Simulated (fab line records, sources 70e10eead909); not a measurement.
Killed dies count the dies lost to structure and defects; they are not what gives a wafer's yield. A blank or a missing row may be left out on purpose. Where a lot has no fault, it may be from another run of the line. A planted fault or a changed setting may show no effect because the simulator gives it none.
Which tool was responsible? || flow nand_harc || 13 lots, 39 wafers sampled, at 5 steps of a route of 1159

## WHAT THE GAUGES SHOWED, per wafer
NHARC_A_CONTACT_OVL_MEAS_43.
{"lot": "L960", "measured": "day 16 07:17", "on": "overlay-01", "overlay_x_nm (nm)": "1.2 0.7 0.4", "overlay_y_nm (nm)": "1.3 0.3 0.8"}
{"lot": "L964", "measured": "day 16 18:23", "on": "overlay-02", "overlay_x_nm (nm)": "-0.2 -0.6 -0.5", "overlay_y_nm (nm)": "-0.3 -0.5 -0.7"}
{"lot": "L961", "measured": "day 16 18:33", "on": "overlay-01", "overlay_x_nm (nm)": "-0.2 -0.5 -0.6", "overlay_y_nm (nm)": "-0.3 -0.1 -0.7"}
{"lot": "L962", "measured": "day 16 23:54", "on": "overlay-01", "overlay_x_nm (nm)": "0.5 0.3 0.4", "overlay_y_nm (nm)": "0.2 0.4 0.3"}
{"lot": "L966", "measured": "day 17 00:25", "on": "overlay-01", "overlay_x_nm (nm)": "-1.1 -1.5 -1.0", "overlay_y_nm (nm)": "0.5 0.2 0.2"}
{"lot": "L965", "measured": "day 17 04:59", "on": "overlay-01", "overlay_x_nm (nm)": "0.6 -0.1 0.4", "overlay_y_nm (nm)": "0.2 -0.2 0.0"}
{"lot": "L963", "measured": "day 17 06:41", "on": "overlay-01", "overlay_x_nm (nm)": "-0.2 -0.3 -0.3", "overlay_y_nm (nm)": "-0.9 -0.9 -1.4"}
{"lot": "L967", "measured": "day 18 07:58", "on": "overlay-02", "overlay_x_nm (nm)": "0.5 -0.2 0.9", "overlay_y_nm (nm)": "-2.3 -2.0 -1.5"}
{"lot": "L972", "measured": "day 20 05:19", "on": "overlay-01", "overlay_x_nm (nm)": "2.4 2.0 2.2", "overlay_y_nm (nm)": "1.5 1.8 1.5"}
{"lot": "L981", "measured": "day 20 19:31", "on": "overlay-02", "overlay_x_nm (nm)": "-0.5 -0.2 -0.4", "overlay_y_nm (nm)": "0.0 -0.4 -0.2"}
{"lot": "L977", "measured": "day 20 21:43", "on": "overlay-01", "overlay_x_nm (nm)": "0.1 -0.5 -0.1", "overlay_y_nm (nm)": "-0.6 -1.1 0.1"}
{"lot": "L980", "measured": "day 20 23:48", "on": "overlay-02", "overlay_x_nm (nm)": "0.5 0.8 0.9", "overlay_y_nm (nm)": "-0.9 -1.5 -1.2"}
{"lot": "L979", "measured": "day 21 07:22", "on": "overlay-01", "overlay_x_nm (nm)": "-0.6 -0.4 -0.5", "overlay_y_nm (nm)": "-1.1 -1.5 -0.8"}

NHARC_END_SORT_01.
{"lot": "L977", "measured": "day 24 04:03", "on": "prober-01", "killed_at_array": "49 54 40", "killed_at_other": "0 0 4", "killed_at_periphery": "5 1 2", "killed_dies": "54 55 46", "killed_open": "2 3 3", "killed_short": "2 2 2"}

## WHICH TOOL RAN EACH LOT (tool, then ch and the chambers of the sampled wafers, then the start)
{"lot": "L960", "NHARC_A_CONTACT_ETCH_49": "rie_diel-05 ch 0,1,3, day 16 07:40", "NHARC_A_CONTACT_ETCH_111": "har_cap_etch-01 ch 0,1, day 16 08:47", "NHARC_A_CONTACT_ETCH_118": "har_cap_etch-01 ch 0,1, day 16 09:32"}
{"lot": "L964", "NHARC_A_CONTACT_ETCH_49": "rie_diel-05 ch 1,2,3, day 16 18:44", "NHARC_A_CONTACT_ETCH_111": "har_cap_etch-01 ch 1, day 16 19:59", "NHARC_A_CONTACT_ETCH_118": "har_cap_etch-01 ch 1, day 16 20:43"}
{"lot": "L961", "NHARC_A_CONTACT_ETCH_49": "rie_diel-05 ch 1,2,3, day 16 19:04", "NHARC_A_CONTACT_ETCH_111": "har_cap_etch-03 ch 0,1, day 16 20:29", "NHARC_A_CONTACT_ETCH_118": "har_cap_etch-03 ch 0,1, day 16 21:12"}
{"lot": "L962", "NHARC_A_CONTACT_ETCH_49": "rie_diel-07 ch 1,2,3, day 17 00:11", "NHARC_A_CONTACT_ETCH_111": "har_cap_etch-03 ch 0,1, day 17 01:37", "NHARC_A_CONTACT_ETCH_118": "har_cap_etch-03 ch 0,1, day 17 02:22"}
{"lot": "L966", "NHARC_A_CONTACT_ETCH_49": "rie_diel-11 ch 0,1,3, day 17 00:57", "NHARC_A_CONTACT_ETCH_111": "har_cap_etch-02 ch 0,1, day 17 02:28", "NHARC_A_CONTACT_ETCH_118": "har_cap_etch-02 ch 0,1, day 17 03:12"}
{"lot": "L965", "NHARC_A_CONTACT_ETCH_49": "rie_diel-07 ch 2,3, day 17 05:15", "NHARC_A_CONTACT_ETCH_111": "har_cap_etch-02 ch 0,1, day 17 06:23", "NHARC_A_CONTACT_ETCH_118": "har_cap_etch-02 ch 0,1, day 17 07:06"}
{"lot": "L963", "NHARC_A_CONTACT_ETCH_49": "rie_diel-07 ch 1,2,3, day 17 07:00", "NHARC_A_CONTACT_ETCH_111": "har_cap_etch-01 ch 0, day 17 08:07", "NHARC_A_CONTACT_ETCH_118": "har_cap_etch-01 ch 0, day 17 08:50"}
{"lot": "L967", "NHARC_A_CONTACT_ETCH_49": "rie_diel-07 ch 0,1,3, day 18 08:15", "NHARC_A_CONTACT_ETCH_111": "har_cap_etch-02 ch 0,1, day 18 09:22", "NHARC_A_CONTACT_ETCH_118": "har_cap_etch-02 ch 0,1, day 18 10:05"}
{"lot": "L972", "NHARC_A_CONTACT_ETCH_49": "rie_diel-07 ch 0,1,3, day 20 05:37", "NHARC_A_CONTACT_ETCH_111": "har_cap_etch-01 ch 0,1, day 20 06:40", "NHARC_A_CONTACT_ETCH_118": "har_cap_etch-01 ch 0,1, day 20 07:24"}
{"lot": "L981", "NHARC_A_CONTACT_ETCH_49": "rie_diel-05 ch 0,1,2, day 20 19:55", "NHARC_A_CONTACT_ETCH_111": "har_cap_etch-01 ch 0,1, day 20 21:04", "NHARC_A_CONTACT_ETCH_118": "har_cap_etch-01 ch 0,1, day 20 21:48"}
{"lot": "L977", "NHARC_A_CONTACT_ETCH_49": "rie_diel-11 ch 0,2, day 20 22:01", "NHARC_A_CONTACT_ETCH_111": "har_cap_etch-01 ch 0,1, day 20 23:10", "NHARC_A_CONTACT_ETCH_118": "har_cap_etch-01 ch 0,1, day 20 23:52"}
{"lot": "L980", "NHARC_A_CONTACT_ETCH_49": "rie_diel-05 ch 0,1,3, day 21 00:04", "NHARC_A_CONTACT_ETCH_111": "har_cap_etch-03 ch 0,1, day 21 01:10", "NHARC_A_CONTACT_ETCH_118": "har_cap_etch-03 ch 0,1, day 21 01:54"}
{"lot": "L979", "NHARC_A_CONTACT_ETCH_49": "rie_diel-11 ch 2,3, day 21 07:39", "NHARC_A_CONTACT_ETCH_111": "har_cap_etch-02 ch 0,1, day 21 08:44", "NHARC_A_CONTACT_ETCH_118": "har_cap_etch-02 ch 0,1, day 21 09:29"}
- NHARC_A_CONTACT_ETCH_49: etches the open film in N2/H2, target depth 260 nm, time 475.3 s.
- NHARC_A_CONTACT_ETCH_111: etches the open film in C4F8/O2/Ar, time 140 s, target depth 700 nm.
- NHARC_A_CONTACT_ETCH_118: etches the open film in C4F8/O2/Ar, time 94 s, target depth 922 nm.

## AS READ BY THE TOOLS THEMSELVES (means over the sampled wafers that have a number; for cases with no such wafer, the mark the record gives instead)
NHARC_A_CONTACT_ETCH_49.
{"lot": "L960", "tool": "rie_diel-05", "bias_w (W)": 150.3, "drypump_motor_current_A (A)": 5.6, "oes_product_au (a.u.)": 1.009, "rf_vpp_V (V)": 430.2, "showerhead_plenum_p_Torr (Torr)": 2.04, "throttle_valve_pct (%)": 14.172}
{"lot": "L964", "tool": "rie_diel-05", "bias_w (W)": 149.7, "drypump_motor_current_A (A)": 5.5, "oes_product_au (a.u.)": 0.998, "rf_vpp_V (V)": 430.7, "showerhead_plenum_p_Torr (Torr)": 2.08, "throttle_valve_pct (%)": 14.169}
{"lot": "L961", "tool": "rie_diel-05", "bias_w (W)": 149.8, "drypump_motor_current_A (A)": 5.6, "oes_product_au (a.u.)": 0.999, "rf_vpp_V (V)": 431.9, "showerhead_plenum_p_Torr (Torr)": 2.08, "throttle_valve_pct (%)": 14.168}
{"lot": "L962", "tool": "rie_diel-07", "bias_w (W)": 150.5, "drypump_motor_current_A (A)": 6.0, "oes_product_au (a.u.)": 1.010, "rf_vpp_V (V)": 432.6, "showerhead_plenum_p_Torr (Torr)": 2.14, "throttle_valve_pct (%)": 14.175}
{"lot": "L966", "tool": "rie_diel-11", "bias_w (W)": 149.8, "drypump_motor_current_A (A)": 5.7, "oes_product_au (a.u.)": 0.996, "rf_vpp_V (V)": 429.2, "showerhead_plenum_p_Torr (Torr)": 1.98, "throttle_valve_pct (%)": 14.175}
{"lot": "L965", "tool": "rie_diel-07", "bias_w (W)": 150.3, "drypump_motor_current_A (A)": 6.2, "oes_product_au (a.u.)": 1.007, "rf_vpp_V (V)": 433.0, "showerhead_plenum_p_Torr (Torr)": 2.15, "throttle_valve_pct (%)": 14.167}
{"lot": "L963", "tool": "rie_diel-07", "bias_w (W)": 149.8, "drypump_motor_current_A (A)": 6.0, "oes_product_au (a.u.)": 0.994, "rf_vpp_V (V)": 433.4, "showerhead_plenum_p_Torr (Torr)": 2.14, "throttle_valve_pct (%)": 14.173}
{"lot": "L967", "tool": "rie_diel-07", "bias_w (W)": 150.2, "drypump_motor_current_A (A)": 5.7, "oes_product_au (a.u.)": 1.006, "rf_vpp_V (V)": 431.5, "showerhead_plenum_p_Torr (Torr)": 2.10, "throttle_valve_pct (%)": 14.164}
{"lot": "L972", "tool": "rie_diel-07", "bias_w (W)": 149.9, "drypump_motor_current_A (A)": 5.7, "oes_product_au (a.u.)": 1.007, "rf_vpp_V (V)": 431.4, "showerhead_plenum_p_Torr (Torr)": 2.09, "throttle_valve_pct (%)": 14.172}
{"lot": "L981", "tool": "rie_diel-05", "bias_w (W)": 150.1, "drypump_motor_current_A (A)": 5.6, "oes_product_au (a.u.)": 1.002, "rf_vpp_V (V)": 429.8, "showerhead_plenum_p_Torr (Torr)": 2.02, "throttle_valve_pct (%)": 14.170}
{"lot": "L977", "tool": "rie_diel-11", "bias_w (W)": 150.1, "drypump_motor_current_A (A)": 6.1, "oes_product_au (a.u.)": 1.002, "rf_vpp_V (V)": 427.8, "showerhead_plenum_p_Torr (Torr)": 1.92, "throttle_valve_pct (%)": 14.168}
{"lot": "L980", "tool": "rie_diel-05", "bias_w (W)": 150.1, "drypump_motor_current_A (A)": 5.6, "oes_product_au (a.u.)": 1.010, "rf_vpp_V (V)": 429.8, "showerhead_plenum_p_Torr (Torr)": 2.03, "throttle_valve_pct (%)": 14.165}
{"lot": "L979", "tool": "rie_diel-11", "bias_w (W)": 149.8, "drypump_motor_current_A (A)": 5.8, "oes_product_au (a.u.)": 0.994, "rf_vpp_V (V)": 429.1, "showerhead_plenum_p_Torr (Torr)": 1.98, "throttle_valve_pct (%)": 14.181}

## THE ANSWER, worked out from the rows above alone
Rule: the usual values come from the lots themselves. The widest of any qualifying gaps counts: lots, ordered by their means at a reading, are off when they make up no more than a third of the lots, leave a main group of 4 or more, and stand apart from it by 3 or more times the standard deviation of that group's means. If all means in a main group match to the digits the tables above print for the reading, that group is not used. Also off: a lot with no number at a reading for which 4 or more lots have one. All remaining lots with rows at the step are treated as sound. After the gauges, taken in route order, come the tools' own readings; for these a lot's mean is taken, as printed above. The first step at which some lot is off is used, and at that step the reading that is off furthest; a lot without a number counts as furthest.
None of the lots is off at any reading shown; this tells nothing.

## WHAT THE SIMULATOR PUT IN
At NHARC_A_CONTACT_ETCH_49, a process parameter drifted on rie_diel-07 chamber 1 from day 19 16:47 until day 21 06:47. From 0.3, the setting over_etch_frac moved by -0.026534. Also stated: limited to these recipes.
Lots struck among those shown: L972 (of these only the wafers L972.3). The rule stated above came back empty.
